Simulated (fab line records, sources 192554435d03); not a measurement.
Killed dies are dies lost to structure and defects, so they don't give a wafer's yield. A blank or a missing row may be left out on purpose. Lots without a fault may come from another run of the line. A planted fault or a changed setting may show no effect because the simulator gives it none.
fab line records | flow n5_finfet
record lots=24 wafers=72 last_day=17
route steps=1938 shown BEOL_M12@1616 BEOL_M13@1689
lots that met no fault: from a run of the same line without faults
start_h: hours from the record's first day to the start of the lot's first wafer shown | wait_h: hours since the lot's step before | " the same as in the row above | L1.1+2: a row that stands for several wafers | - no value, or no start given | * or withheld: withheld | < > ~ a bound
route shown NAME@n: a module of which the file shows steps, and the number in the route of the first | usual: mean/standard deviation of fault-free wafers | same: alike in all rows | chamber/n: place in a boat | sites: the reading at each site | _std_site: their standard deviation | _edge_site: outer sites' mean less inner sites' | radius_mm: how far each site lies from the wafer's centre | mask NAME#n: copy n | behind: the tool/chamber that last shaped the wafer | hold: why the lot was held/for how many hours/how that ended | device: the transistor (n, p or np) that didn't switch | end of line: the same wafers' tests at the end of the route | a step without rows: its recipe alone | killed: dies lost to structure and defects at the first sort, not the wafer's yield | map: a wafer's dies, x killed, . not, _ none there
set.NAME: the setting as run; set.NAME@STEP: as run at that earlier step | model.NAME: the simulator's own value behind a step, which no gauge read
steps of the route over a sample of lots; a table a step, a row a wafer
services: from which hour (start_h, from the record's first day; less than 0 if before it) a tool's chamber was out of use, for how many hours, and why
## steps
# step N5_BEOL_M12_ETCH_59
# recipe chemistry=N2/H2 target=BARC target_depth_a=890 overetch_a=267 time_s=67.9 ion_energy_ev=200 pressure_mtorr=30 source_w=840 bias_w=150 n2_flow_sccm=200 h2_flow_sccm=200
# usual drypump_motor_current_A=6.0/0.44 oes_product_au=0.70/0.08 rf_vpp_V=523.9/2.5 showerhead_plenum_p_Torr=2.55/0.086 throttle_valve_pct=17.76/0.27
# columns lot.wafer tool chamber start_h wait_h drypump_motor_current_A oes_product_au rf_hours_counter_h rf_vpp_V showerhead_plenum_p_Torr throttle_valve_pct
L074.1 rie_diel-03 3 224.65 0.0 5.5 0.74 59 521.1 2.49 17.87
L074.2 " 0 " " 5.3 0.61 208 522.8 2.50 17.91
L074.5 " 3 " " 5.5 0.73 - 522.2 2.49 17.87
L076.1 rie_diel-05 3 230.96 0.0 6.1 0.59 246 527.4 2.60 17.66
L076.2 " 2 " " 6.0 0.85 2 527.9 2.72 17.78
L076.4 " 1 " " 5.0 0.61 - 521.7 2.52 17.78
L075.1 rie_diel-04 0 234.61 0.0 6.6 0.59 222 525.3 2.62 17.68
L075.2 " 2 " " 6.4 0.59 235 522.4 2.51 18.25
L075.3 " 3 " " 6.1 0.66 141 519.8 2.44 17.72
L077.2 rie_diel-03 1 237.35 0.0 6.6 0.70 80 522.5 2.48 17.62
L077.3 " 0 " " 5.4 0.60 211 524.5 2.50 17.90
L077.5 " 1 " " 6.6 0.71 - 520.4 2.48 17.63
L078.2 rie_diel-05 1 255.49 0.0 5.0 0.60 222 524.3 2.52 17.81
L078.3 " 2 " " 5.9 0.82 13 528.8 2.72 17.80
L078.6 " 2 " " 6.0 0.81 - 527.9 2.72 17.82
L079.1 rie_diel-04 0 268.04 0.0 6.6 0.59 237 525.8 2.61 17.71
L079.4 " 2 " " 6.4 0.57 250 523.2 2.51 18.26
L079.6 " 2 " " 6.4 0.58 - 523.6 2.51 18.26
L080.4 rie_diel-03 3 268.64 0.0 5.5 0.72 - 523.3 2.48 17.88
L080.5 " 1 " " 6.6 0.70 - 522.7 2.47 17.62
L080.6 " 0 " " 5.4 0.60 - 522.9 2.50 17.94
L081.3 rie_diel-04 1 275.96 0.0 6.1 0.82 4 524.0 2.61 17.33
L081.4 " 3 " " 6.1 0.66 - 521.4 2.44 17.75
L081.5 " 0 " " 6.6 0.58 - 525.7 2.61 17.72
L084.1 rie_diel-05 1 284.92 0.0 5.0 0.59 234 523.6 2.51 17.83
L084.2 " 2 " " 5.9 0.79 25 528.7 2.71 17.82
L084.6 " 2 " " 5.9 0.78 - 527.9 2.71 17.83
L083.2 rie_diel-04 0 286.18 0.0 6.6 0.58 245 526.1 2.61 17.72
L083.4 " 3 " " 6.1 0.65 - 520.2 2.43 17.75
L083.6 " 0 " " 6.6 0.58 - 525.8 2.61 17.74
L082.1 rie_diel-03 2 286.30 0.0 6.0 0.83 5 523.9 2.60 18.13
L082.2 " 0 " " 5.3 0.59 228 522.8 2.49 17.94
L082.6 " 0 " " 5.3 0.59 - 522.8 2.49 17.94
L085.1 rie_diel-04 2 305.63 0.0 6.4 0.81 7 522.3 2.50 17.83
L085.5 " 3 " " 6.1 0.64 - 520.1 2.43 17.77
L085.6 " 1 " " 6.1 0.78 - 525.8 2.60 17.37
L087.1 rie_diel-04 2 309.39 0.0 6.4 0.81 9 521.5 2.50 17.84
L087.5 " 1 " " 6.1 0.79 - 524.6 2.60 17.35
L087.6 " 3 " " 6.1 0.64 - 520.7 2.43 17.76
L089.1 rie_diel-03 0 317.47 0.0 5.4 0.59 239 522.3 2.49 17.96
L089.3 " 3 " " 5.5 0.70 89 521.5 2.48 17.92
L089.4 " 1 " " 6.6 0.68 106 521.4 2.46 17.67
L086.1 rie_diel-03 3 319.49 0.0 5.5 0.70 90 522.5 2.48 17.92
L086.2 " 0 " " 5.4 0.59 239 523.1 2.49 17.96
L086.4 " 2 " " 5.9 0.79 18 525.9 2.60 18.15
L088.1 rie_diel-03 1 336.10 0.0 6.6 0.68 112 522.1 2.46 17.67
L088.4 " 1 " " 6.6 0.68 - 521.7 2.46 17.66
L088.5 " 3 " " 5.5 0.70 - 520.7 2.47 17.93
L090.3 rie_diel-04 3 338.81 0.0 6.1 0.64 178 520.2 2.43 17.78
L090.5 " 3 " " 6.1 0.64 - 521.4 2.43 17.79
L090.6 " 2 " " 6.3 0.78 - 522.6 2.50 17.86
L092.2 rie_diel-05 0 342.65 0.0 5.8 0.76 30 526.9 2.72 17.51
L092.4 " 0 " " 5.9 0.76 - 527.9 2.72 17.50
L092.6 " 3 " " 6.1 0.77 - 527.0 2.58 17.21
L091.1 rie_diel-04 3 343.26 0.0 6.1 0.64 180 521.0 2.43 17.79
L091.4 " 1 " " 6.1 0.75 29 524.4 2.60 17.38
L091.5 " 2 " " 6.4 0.77 - 522.3 2.50 17.85
L093.1 rie_diel-03 2 363.98 0.0 6.0 0.77 36 524.9 2.59 18.18
L093.4 " 0 " " 5.4 0.58 250 524.3 2.48 17.96
L093.6 " 1 " " 6.6 0.67 - 521.6 2.46 17.68
L094.1 rie_diel-04 2 369.75 0.0 6.4 0.75 34 522.7 2.49 17.86
L094.2 " 1 " " 6.1 0.74 38 524.6 2.59 17.41
L094.6 " 0 " " 6.6 0.79 - 526.3 2.60 17.37
L097.1 rie_diel-03 2 371.59 0.0 6.0 0.75 39 525.6 2.59 18.18
L097.2 " 3 " " 5.5 0.68 111 522.4 2.47 17.95
L097.3 " 1 " " 6.6 0.67 127 521.0 2.46 17.71
L095.3 rie_diel-05 0 375.52 0.0 5.9 0.74 42 527.5 2.71 17.52
L095.5 " 1 " " 5.0 0.78 - 522.7 2.50 17.45
L095.6 " 2 " " 5.9 0.74 - 528.3 2.70 17.87
L096.1 rie_diel-05 3 376.88 0.0 6.2 0.75 27 524.4 2.58 17.22
L096.4 " 1 " " 5.0 0.78 10 523.4 2.50 17.46
L096.6 " 0 " " 5.9 0.74 - 529.4 2.71 17.53
# step N5_BEOL_M12_CD_MEAS_17
# recipe target_cd_nm=140 polarity=opening
# usual cd_nm=141.0/1.8
# columns lot.wafer tool chamber start_h wait_h cd_nm
L074.1 cd_sem-02 - 225.11 0.0 140.4
L074.2 " - " " 139.4
L074.5 " - " " 140.9
L076.1 cd_sem-02 - 231.42 0.0 138.6
L076.2 " - " " 143.2
L076.4 " - " " 141.7
L075.1 cd_sem-02 - 235.07 0.0 141.4
L075.2 " - " " 141.1
L075.3 " - " " 140.7
L077.2 cd_sem-02 - 237.81 0.0 140.4
L077.3 " - " " 141.7
L077.5 " - " " 140.7
L078.2 cd_sem-01 - 255.95 0.0 140.2
L078.3 " - " " 142.0
L078.6 " - " " 141.8
L079.1 cd_sem-02 - 268.50 0.0 138.7
L079.4 " - " " 141.5
L079.6 " - " " 141.6
L080.4 cd_sem-01 - 269.20 0.0 142.9
L080.5 " - " " 141.7
L080.6 " - " " 139.3
L081.3 cd_sem-03 - 276.42 0.0 140.7
L081.4 " - " " 141.2
L081.5 " - " " 139.6
L084.1 cd_sem-02 - 285.38 0.0 140.1
L084.2 " - " " 142.2
L084.6 " - " " 142.1
L083.2 cd_sem-02 - 286.64 0.0 140.6
L083.4 " - " " 142.3
L083.6 " - " " 140.2
L082.1 cd_sem-02 - 286.76 0.0 136.9
L082.2 " - " " 139.5
L082.6 " - " " 139.8
L085.1 cd_sem-01 - 306.10 0.0 145.8
L085.5 " - " " 141.1
L085.6 " - " " 142.2
L087.1 cd_sem-01 - 309.86 0.0 141.1
L087.5 " - " " 138.7
L087.6 " - " " 140.3
L089.1 cd_sem-01 - 317.93 0.0 139.0
L089.3 " - " " 136.1
L089.4 " - " " 139.5
L086.1 cd_sem-01 - 320.04 0.0 139.3
L086.2 " - " " 138.3
L086.4 " - " " 138.4
L088.1 cd_sem-01 - 336.56 0.0 143.9
L088.4 " - " " 145.2
L088.5 " - " " 142.7
L090.3 cd_sem-01 - 339.63 0.0 140.7
L090.5 " - " " 141.6
L090.6 " - " " 139.0
L092.2 cd_sem-01 - 343.26 0.0 143.8
L092.4 " - " " 143.4
L092.6 " - " " 144.0
L091.1 cd_sem-02 - 343.81 0.0 139.9
L091.4 " - " " 142.7
L091.5 " - " " 144.0
L093.1 cd_sem-02 - 364.44 0.0 137.6
L093.4 " - " " 142.0
L093.6 " - " " 141.2
L094.1 cd_sem-01 - 370.20 0.0 143.8
L094.2 " - " " 139.1
L094.6 " - " " 141.1
L097.1 cd_sem-02 - 372.05 0.0 139.4
L097.2 " - " " 142.3
L097.3 " - " " 141.4
L095.3 cd_sem-03 - 375.98 0.0 140.8
L095.5 " - " " 138.0
L095.6 " - " " 139.2
L096.1 cd_sem-01 - 377.34 0.0 142.6
L096.4 " - " " 143.8
L096.6 " - " " 145.0
# step N5_BEOL_M12_INSPECT_30
# recipe mode=adi inspect_instrument=macro
# usual raw_defect_count=2.3/1.5
# columns lot.wafer tool chamber start_h wait_h raw_defect_count
L074.1 defect_inspect-02 - 225.49 0.0 2
L074.2 " - " " 2
L074.5 " - " " 0
L076.1 defect_inspect-01 - 231.92 0.0 4
L076.2 " - " " 1
L076.4 " - " " 1
L075.1 defect_inspect-02 - 235.45 0.0 2
L075.2 " - " " 4
L075.3 " - " " 2
L077.2 defect_inspect-01 - 238.32 0.0 5
L077.3 " - " " 4
L077.5 " - " " 3
L078.2 defect_inspect-02 - 256.33 0.0 3
L078.3 " - " " 1
L078.6 " - " " 2
L079.1 defect_inspect-02 - 269.00 0.0 3
L079.4 " - " " 0
L079.6 " - " " 0
L080.4 defect_inspect-02 - 269.58 0.0 1
L080.5 " - " " 1
L080.6 " - " " 2
L081.3 defect_inspect-02 - 276.93 0.0 3
L081.4 " - " " 0
L081.5 " - " " 0
L084.1 defect_inspect-01 - 285.77 0.0 4
L084.2 " - " " 0
L084.6 " - " " 3
L083.2 defect_inspect-02 - 287.02 0.0 4
L083.4 " - " " 3
L083.6 " - " " 4
L082.1 defect_inspect-02 - 287.27 0.0 2
L082.2 " - " " 5
L082.6 " - " " 5
L085.1 defect_inspect-01 - 306.48 0.0 2
L085.5 " - " " 3
L085.6 " - " " 0
L087.1 defect_inspect-02 - 310.24 0.0 0
L087.5 " - " " 3
L087.6 " - " " 1
L089.1 defect_inspect-02 - 318.31 0.0 4
L089.3 " - " " 3
L089.4 " - " " 1
L086.1 defect_inspect-01 - 320.42 0.0 3
L086.2 " - " " 4
L086.4 " - " " 3
L088.1 defect_inspect-01 - 336.94 0.0 2
L088.4 " - " " 1
L088.5 " - " " 1
L090.3 defect_inspect-01 - 340.01 0.0 1
L090.5 " - " " 1
L090.6 " - " " 2
L092.2 defect_inspect-01 - 343.76 0.0 1
L092.4 " - " " 2
L092.6 " - " " 3
L091.1 defect_inspect-01 - 344.32 0.0 5
L091.4 " - " " 3
L091.5 " - " " 3
L093.1 defect_inspect-01 - 364.94 0.0 1
L093.4 " - " " 3
L093.6 " - " " 1
L094.1 defect_inspect-01 - 370.59 0.0 2
L094.2 " - " " 3
L094.6 " - " " 2
L097.1 defect_inspect-02 - 372.55 0.0 1
L097.2 " - " " 3
L097.3 " - " " 4
L095.3 defect_inspect-01 - 376.36 0.0 1
L095.5 " - " " 4
L095.6 " - " " 5
L096.1 defect_inspect-01 - 377.73 0.0 3
L096.4 " - " " 2
L096.6 " - " " 2
# step N5_BEOL_M12_DESCUM_33
# recipe chemistry=O2 time_s=7.9 source_power_w=50 bias_power_w=20 pressure_mtorr=20 rf_frequency_hz=2.712e+07 temp_c=40 o2_flow_sccm=225
# usual drypump_motor_current_A=6.0/0.46 oes_product_au=0.82/0.1 rf_vpp_V=243.3/1.4 showerhead_plenum_p_Torr=2.11/0.082 temp_c=40.01/0.11 throttle_valve_pct=20.24/0.23
# columns lot.wafer tool chamber start_h wait_h drypump_motor_current_A oes_product_au rf_hours_counter_h rf_vpp_V showerhead_plenum_p_Torr temp_c throttle_valve_pct
L074.1 rie_diel-05 1 225.53 0.0 5.0 0.71 209 240.8 2.06 39.83 20.18
L074.2 " 3 " " 6.2 0.69 244 243.2 2.13 40.05 20.10
L074.5 " 1 " " 5.0 0.70 - 242.5 2.06 39.88 20.18
L076.1 rie_diel-05 1 232.25 0.3 5.0 0.70 212 244.6 2.06 39.99 20.19
L076.2 " 2 " " 6.0 1.00 3 243.7 2.24 40.05 20.28
L076.4 " 1 " " 5.0 0.71 - 243.8 2.06 39.96 20.19
L075.1 rie_diel-05 1 235.67 0.2 5.0 0.71 214 242.3 2.06 39.92 20.19
L075.2 " 3 " " 6.1 0.69 249 245.4 2.12 40.01 20.12
L075.3 " 2 " " 5.9 1.00 5 246.5 2.24 39.90 20.28
L077.2 rie_diel-04 2 238.38 0.1 6.3 0.69 237 242.5 2.04 40.19 20.60
L077.3 " 0 " " 6.6 0.68 224 243.7 2.17 39.99 20.31
L077.5 " 0 " " 6.6 0.69 - 246.4 2.17 39.85 20.30
L078.2 rie_diel-05 3 256.37 0.0 6.1 0.68 257 243.9 2.12 39.96 20.12
L078.3 " 2 " " 6.0 0.97 13 243.4 2.23 39.88 20.29
L078.6 " 3 " " 6.2 0.69 - 244.2 2.12 39.79 20.10
L079.1 rie_diel-03 0 269.04 0.0 5.3 0.69 223 243.5 2.08 40.18 20.55
L079.4 " 3 " " 5.5 0.85 - 242.0 2.03 40.09 20.42
L079.6 " 0 " " 5.4 0.69 - 243.3 2.08 40.04 20.56
L080.4 rie_diel-04 1 269.63 0.0 6.1 0.97 - 244.4 2.16 39.89 19.99
L080.5 " 0 " " 6.6 0.67 - 243.9 2.16 39.98 20.33
L080.6 " 3 " " 6.1 0.77 - 241.8 2.00 40.15 20.19
L081.3 rie_diel-04 0 276.96 0.0 6.7 0.68 241 244.2 2.16 39.93 20.32
L081.4 " 0 " " 6.6 0.68 - 244.2 2.16 39.86 20.33
L081.5 " 1 " " 6.1 0.95 - 244.5 2.16 40.09 20.01
L084.1 rie_diel-05 0 286.19 0.4 5.9 0.95 8 244.6 2.24 40.05 19.98
L084.2 " 1 " " 5.0 0.68 235 240.3 2.06 40.28 20.22
L084.6 " 1 " " 5.0 0.68 - 242.0 2.06 40.12 20.23
L083.2 rie_diel-04 3 287.09 0.1 6.1 0.76 160 242.9 2.00 40.04 20.21
L083.4 " 1 " " 6.1 0.93 10 244.1 2.15 40.18 20.03
L083.6 " 0 " " 6.6 0.67 - 244.4 2.16 40.12 20.33
L082.1 rie_diel-05 0 287.30 0.0 5.8 0.95 9 245.8 2.24 40.02 20.01
L082.2 " 1 " " 5.0 0.69 236 242.9 2.06 40.05 20.21
L082.6 " 1 " " 5.0 0.68 - 244.1 2.06 39.98 20.22
L085.1 rie_diel-05 0 306.59 0.1 5.9 0.93 17 245.0 2.24 39.92 20.02
L085.5 " 2 " " 6.0 0.92 - 246.0 2.23 40.03 20.33
L085.6 " 1 " " 5.0 0.68 - 243.5 2.05 39.84 20.24
L087.1 rie_diel-03 2 310.27 0.0 6.0 0.94 15 243.7 2.14 40.21 20.68
L087.5 " 0 " " 5.3 0.68 - 241.9 2.07 39.93 20.56
L087.6 " 1 " " 6.6 0.81 - 242.3 2.02 39.83 20.10
L089.1 rie_diel-04 1 318.34 0.0 6.1 0.91 18 244.7 2.15 40.00 20.03
L089.3 " 2 " " 6.3 0.93 13 242.7 2.03 39.94 20.24
L089.4 " 1 " " 6.1 0.89 - 243.9 2.15 40.05 20.02
L086.1 rie_diel-03 2 320.45 0.0 6.0 0.94 18 243.2 2.14 39.93 20.67
L086.2 " 3 " " 5.5 0.83 90 241.8 2.03 40.09 20.45
L086.4 " 0 " " 5.3 0.68 239 243.6 2.07 40.11 20.56
L088.1 rie_diel-05 2 336.98 0.0 6.0 0.90 45 246.6 2.22 39.90 20.34
L088.4 " 2 " " 5.9 0.90 - 244.2 2.22 40.07 20.34
L088.5 " 0 " " 5.8 0.90 - 245.9 2.23 39.86 20.02
L090.3 rie_diel-03 1 340.04 0.0 6.6 0.80 115 240.9 2.01 40.09 20.11
L090.5 " 1 " " 6.6 0.81 - 241.9 2.01 40.05 20.12
L090.6 " 3 " " 5.5 0.81 - 242.4 2.02 40.02 20.46
L092.2 rie_diel-05 2 343.80 0.0 6.0 0.89 49 243.2 2.22 39.94 20.35
L092.4 " 0 " " 5.8 0.88 - 244.7 2.23 40.16 20.03
L092.6 " 2 " " 5.9 0.89 - 246.3 2.22 39.86 20.36
L091.1 rie_diel-03 0 344.68 0.4 5.4 0.68 244 241.7 2.07 40.17 20.58
L091.4 " 2 " " 6.0 0.91 29 242.9 2.13 40.02 20.70
L091.5 " 0 " " 5.3 0.68 - 242.1 2.07 39.85 20.59
L093.1 rie_diel-03 3 364.98 0.0 5.5 0.81 108 243.1 2.02 39.95 20.46
L093.4 " 3 " " 5.5 0.81 - 240.7 2.02 39.98 20.48
L093.6 " 1 " " 6.6 0.79 - 241.3 2.01 39.96 20.14
L094.1 rie_diel-03 3 370.62 0.0 5.5 0.80 111 241.7 2.02 39.80 20.48
L094.2 " 2 " " 6.0 0.89 39 244.1 2.13 40.10 20.72
L094.6 " 3 " " 5.5 0.79 - 241.4 2.02 39.87 20.47
L097.1 rie_diel-04 1 372.79 0.2 6.1 0.87 39 242.0 2.14 39.91 20.07
L097.2 " 2 " " 6.4 0.90 35 242.6 2.02 39.98 20.27
L097.3 " 3 " " 6.1 0.74 190 242.6 1.99 40.06 20.27
L095.3 rie_diel-04 2 376.39 0.0 6.4 0.90 35 242.5 2.02 39.94 20.28
L095.5 " 0 " " 6.6 0.92 - 243.5 2.15 40.07 20.07
L095.6 " 3 " " 6.1 0.73 - 242.0 1.99 40.02 20.26
L096.1 rie_diel-05 2 378.02 0.3 5.9 0.87 61 246.3 2.22 40.08 20.37
L096.4 " 0 " " 5.9 0.87 43 243.4 2.23 39.95 20.06
L096.6 " 2 " " 6.0 0.88 - 244.7 2.22 40.08 20.37
# step N5_BEOL_M13_CD_MEAS_28
# recipe target_cd_nm=209.5 landing_energy_ev=500 detector=se_inlens
# usual cd_nm=209.2/1.1
# columns lot.wafer tool chamber start_h wait_h cd_nm
L074.1 cd_sem-02 0 232.53 - 210.0
L074.2 " 0 " " 211.0
L074.5 " 0 " " 209.9
L076.1 cd_sem-03 0 237.60 - 209.8
L076.2 " 0 " " 210.3
L076.4 " 0 " " 208.8
L075.1 cd_sem-01 0 240.91 - 208.7
L075.2 " 0 " " 209.3
L075.3 " 0 " " 210.3
L077.2 cd_sem-01 0 244.88 - 208.1
L077.3 " 0 " " 208.5
L077.5 " 0 " " 207.3
L078.2 cd_sem-02 0 264.47 - 210.1
L078.3 " 0 " " 208.6
L078.6 " 0 " " 210.1
L079.1 cd_sem-01 0 275.40 - 208.6
L079.4 " 0 " " 208.9
L079.6 " 0 " " 208.7
L080.4 cd_sem-02 0 277.86 - 209.7
L080.5 " 0 " " 208.9
L080.6 " 0 " " 210.8
L081.3 cd_sem-03 0 281.58 - 210.2
L081.4 " 0 " " 209.3
L081.5 " 0 " " 210.0
L084.1 cd_sem-02 0 294.72 - 210.5
L084.2 " 0 " " 208.3
L084.6 " 0 " " 207.9
L082.1 cd_sem-01 0 298.32 - 208.3
L082.2 " 0 " " 209.1
L082.6 " 0 " " 207.6
L083.2 cd_sem-02 0 298.94 - 209.1
L083.4 " 0 " " 210.2
L083.6 " 0 " " 207.8
L085.1 cd_sem-02 0 310.24 - 206.8
L085.5 " 0 " " 209.7
L085.6 " 0 " " 210.3
L087.1 cd_sem-03 0 316.96 - 208.8
L087.5 " 0 " " 207.0
L087.6 " 0 " " 209.1
L089.1 cd_sem-01 0 325.91 - 210.7
L089.3 " 0 " " 208.7
L089.4 " 0 " " 210.2
L086.1 cd_sem-02 0 329.63 - 209.7
L086.2 " 0 " " 208.8
L086.4 " 0 " " 210.4
L088.1 cd_sem-01 0 340.73 - 207.3
L088.4 " 0 " " 209.2
L088.5 " 0 " " 209.9
L090.3 cd_sem-02 0 344.37 - 208.3
L090.5 " 0 " " 209.1
L090.6 " 0 " " 210.3
L092.2 cd_sem-02 0 347.62 - 210.8
L092.4 " 0 " " 208.5
L092.6 " 0 " " 208.5
L091.1 cd_sem-02 0 349.56 - 209.3
L091.4 " 0 " " 207.4
L091.5 " 0 " " 206.9
L093.1 cd_sem-01 0 372.05 - 209.6
L093.4 " 0 " " 210.0
L093.6 " 0 " " 209.7
L094.1 cd_sem-01 0 375.30 - 208.8
L094.2 " 0 " " 210.2
L094.6 " 0 " " 210.2
L097.1 cd_sem-03 0 377.10 - 211.2
L097.2 " 0 " " 210.6
L097.3 " 0 " " 210.2
L095.3 cd_sem-02 0 380.82 - 207.1
L095.5 " 0 " " 209.4
L095.6 " 0 " " 208.0
L096.1 cd_sem-02 0 383.51 - 210.1
L096.4 " 0 " " 209.3
L096.6 " 0 " " 207.5
# step N5_BEOL_M13_ETCH_68
# recipe chemistry=N2/H2 target=SOC mask_material=SiARC source_w=3000 bias_w=350 temp_c=40 time_s=355 ion_energy_ev=200 pressure_mtorr=30 n2_flow_sccm=200 h2_flow_sccm=200
# usual drypump_motor_current_A=5.52/0.25 oes_product_au=0.81/0.09 rf_vpp_V=523.9/2.2 showerhead_plenum_p_Torr=2.54/0.078 temp_c=40.01/0.11 throttle_valve_pct=17.68/0.23
# columns lot.wafer tool chamber start_h wait_h drypump_motor_current_A oes_product_au rf_hours_counter_h rf_vpp_V showerhead_plenum_p_Torr temp_c throttle_valve_pct
L074.1 rie_diel-02 1 232.89 0.1 5.66 0.81 78 520.9 2.47 40.21 17.76
L074.2 " 0 " " 5.12 0.67 250 526.7 2.61 40.09 18.01
L074.5 " 1 " " 5.63 0.82 - 521.2 2.47 40.05 17.74
L076.1 rie_diel-02 3 237.87 0.1 5.36 0.75 172 521.5 2.42 39.97 17.82
L076.2 " 2 " " 5.84 0.81 94 525.1 2.57 40.06 17.29
L076.4 " 2 " " 5.84 0.83 - 525.7 2.57 39.97 17.27
L075.1 rie_diel-06 0 241.18 0.1 5.79 0.68 246 522.0 2.51 40.24 18.04
L075.2 " 2 " " 5.37 0.72 198 525.9 2.64 40.15 17.78
L075.3 " 3 " " 5.91 0.85 85 527.3 2.67 40.12 17.32
L077.2 rie_diel-06 1 245.15 0.1 5.31 0.68 235 523.8 2.50 39.90 17.93
L077.3 " 2 " " 5.42 0.72 199 524.8 2.64 40.10 17.78
L077.5 " 0 " " 5.79 0.69 - 524.2 2.51 39.95 18.03
L078.2 rie_diel-01 1 264.89 0.1 5.48 0.92 27 527.3 2.60 40.12 17.31
L078.3 " 0 " " 5.41 0.74 179 520.2 2.42 39.79 17.85
L078.6 " 0 " " 5.42 0.74 - 522.2 2.42 40.06 17.86
L079.1 rie_diel-02 3 275.98 0.1 5.32 0.73 185 520.5 2.42 39.98 17.84
L079.4 " 0 " " 5.11 0.94 8 524.1 2.60 40.04 17.55
L079.6 " 3 " " 5.33 0.73 - 521.7 2.42 39.90 17.83
L080.4 rie_diel-02 0 278.13 0.1 5.11 0.92 9 524.8 2.60 39.90 17.56
L080.5 " 0 " " 5.12 0.92 - 524.9 2.60 39.95 17.55
L080.6 " 3 " " 5.35 0.73 - 519.5 2.42 39.99 17.83
L081.3 rie_diel-02 0 281.89 0.1 5.11 0.91 11 526.2 2.60 40.09 17.57
L081.4 " 2 " " 5.82 0.80 108 523.5 2.56 40.05 17.31
L081.5 " 0 " " 5.10 0.92 - 524.1 2.60 40.04 17.56
L084.1 rie_diel-01 0 295.04 0.1 5.43 0.75 186 520.4 2.42 39.79 17.88
L084.2 " 2 " " 5.73 0.96 9 527.0 2.59 39.76 17.75
L084.6 " 0 " " 5.44 0.74 - 521.3 2.42 40.05 17.87
L082.1 rie_diel-01 2 298.66 0.1 5.73 0.95 10 526.2 2.59 40.01 17.77
L082.2 " 1 " " 5.50 0.91 35 524.9 2.59 40.08 17.31
L082.6 " 3 " " 5.17 0.81 - 524.4 2.56 40.16 17.84
L083.2 rie_diel-01 0 299.21 0.1 5.41 0.73 188 519.5 2.42 39.86 17.87
L083.4 " 2 " " 5.73 0.94 11 526.3 2.59 39.86 17.77
L083.6 " 3 " " 5.15 0.81 - 525.3 2.56 40.09 17.86
L085.1 rie_diel-06 0 310.51 0.1 5.79 0.95 9 523.7 2.51 40.12 17.62
L085.5 " 0 " " 5.79 0.95 - 522.1 2.51 39.84 17.63
L085.6 " 1 " " 5.36 0.67 - 523.5 2.50 39.92 17.95
L087.1 rie_diel-02 2 317.50 0.1 5.90 0.80 119 524.1 2.56 40.11 17.31
L087.5 " 1 " " 5.65 0.78 - 521.5 2.46 39.99 17.79
L087.6 " 0 " " 5.09 0.89 - 525.7 2.60 39.92 17.60
L089.1 rie_diel-06 3 326.18 0.1 5.88 0.81 113 527.6 2.66 40.03 17.36
L089.3 " 2 " " 5.46 0.69 225 527.8 2.63 40.13 17.85
L089.4 " 1 " " 5.31 0.67 246 523.9 2.50 39.94 17.96
L086.1 rie_diel-06 1 329.91 0.1 5.30 0.67 247 521.9 2.50 40.11 17.96
L086.2 " 0 " " 5.78 0.93 15 521.6 2.50 39.94 17.64
L086.4 " 3 " " 5.90 0.80 114 527.1 2.66 40.16 17.37
L088.1 rie_diel-02 3 341.00 0.1 5.33 0.71 204 520.4 2.41 40.00 17.86
L088.4 " 0 " " 5.13 0.89 30 523.9 2.59 40.02 17.60
L088.5 " 3 " " 5.35 0.72 - 519.4 2.41 40.17 17.88
L090.3 rie_diel-01 2 344.94 0.1 5.78 0.92 25 525.9 2.59 40.10 17.78
L090.5 " 1 " " 5.48 0.90 - 525.6 2.59 39.97 17.32
L090.6 " 2 " " 5.77 0.91 - 525.5 2.59 39.87 17.80
L092.2 rie_diel-06 2 348.36 0.4 5.45 0.68 - 525.2 2.63 39.96 17.86
L092.4 " 2 " " 5.43 0.69 - 524.9 2.63 39.81 17.85
L092.6 " 2 " " 5.43 0.68 - 525.2 2.63 40.09 17.85
L091.1 rie_diel-02 2 349.83 0.1 5.84 0.79 129 524.2 2.56 40.00 17.34
L091.4 " 1 " " 5.65 0.78 114 520.7 2.46 39.98 17.82
L091.5 " 1 " " 5.65 0.78 - 522.2 2.46 40.00 17.81
L093.1 rie_diel-01 3 372.36 0.1 5.17 0.79 112 524.8 2.55 39.94 17.88
L093.4 " 2 " " 5.75 0.89 34 526.3 2.58 39.82 17.80
L093.6 " 1 " " 5.47 0.87 - 523.3 2.59 40.09 17.35
L094.1 rie_diel-06 3 375.57 0.1 5.88 0.78 127 527.3 2.66 39.82 17.38
L094.2 " 0 " " 5.77 0.90 29 523.4 2.50 40.05 17.65
L094.6 " 0 " " 5.77 0.90 - 523.9 2.50 39.99 17.65
L097.1 rie_diel-06 3 377.37 0.1 5.92 0.78 128 526.4 2.65 39.85 17.40
L097.2 " 1 " " 5.30 0.98 7 522.9 2.49 40.09 17.52
L097.3 " 0 " " 5.81 0.88 30 522.6 2.50 40.25 17.65
L095.3 rie_diel-02 0 381.08 0.1 5.13 0.87 42 524.3 2.59 40.04 17.62
L095.5 " 1 " " 5.65 0.77 - 521.4 2.45 40.18 17.83
L095.6 " 2 " " 5.85 0.77 - 525.1 2.55 40.04 17.36
L096.1 rie_diel-01 1 383.78 0.1 5.47 0.88 56 524.6 2.58 39.93 17.36
L096.4 " 3 " " 5.14 0.79 116 525.3 2.55 40.05 17.89
L096.6 " 3 " " 5.14 0.79 - 525.7 2.55 39.98 17.90
## services
# columns tool chamber start_h hours kind
rie_diel-05 2 209.68 - clean
rie_diel-05 2 209.68 - consumable_replace:focus_ring
rie_diel-05 2 209.68 - consumable_replace:showerhead
rie_diel-05 2 209.68 16.3 scheduled_down
rie_diel-05 2 209.68 16.3 vent_cycle
rie_diel-04 - 223.43 2.3 repair
rie_diel-05 0 226.02 - clean
rie_diel-05 0 226.02 - consumable_replace:focus_ring
rie_diel-05 0 226.02 - consumable_replace:showerhead
rie_diel-05 0 226.02 38.8 scheduled_down
rie_diel-05 0 226.02 38.8 vent_cycle
rie_diel-04 1 231.41 - clean
rie_diel-04 1 231.41 - consumable_replace:focus_ring
rie_diel-01 2 235.33 5.0 repair
rie_diel-03 1 242.80 8.4 repair
rie_diel-02 1 243.32 8.0 repair
rie_diel-04 3 254.77 12.9 repair
rie_diel-03 3 308.90 6.4 repair
rie_diel-01 1 313.05 21.1 repair
rie_diel-04 3 323.50 7.8 repair
rie_diel-04 0 329.44 10.8 repair
rie_diel-03 0 331.16 12.6 repair
rie_diel-06 3 342.18 7.7 repair
rie_diel-06 0 344.37 5.4 repair
## key
fault none
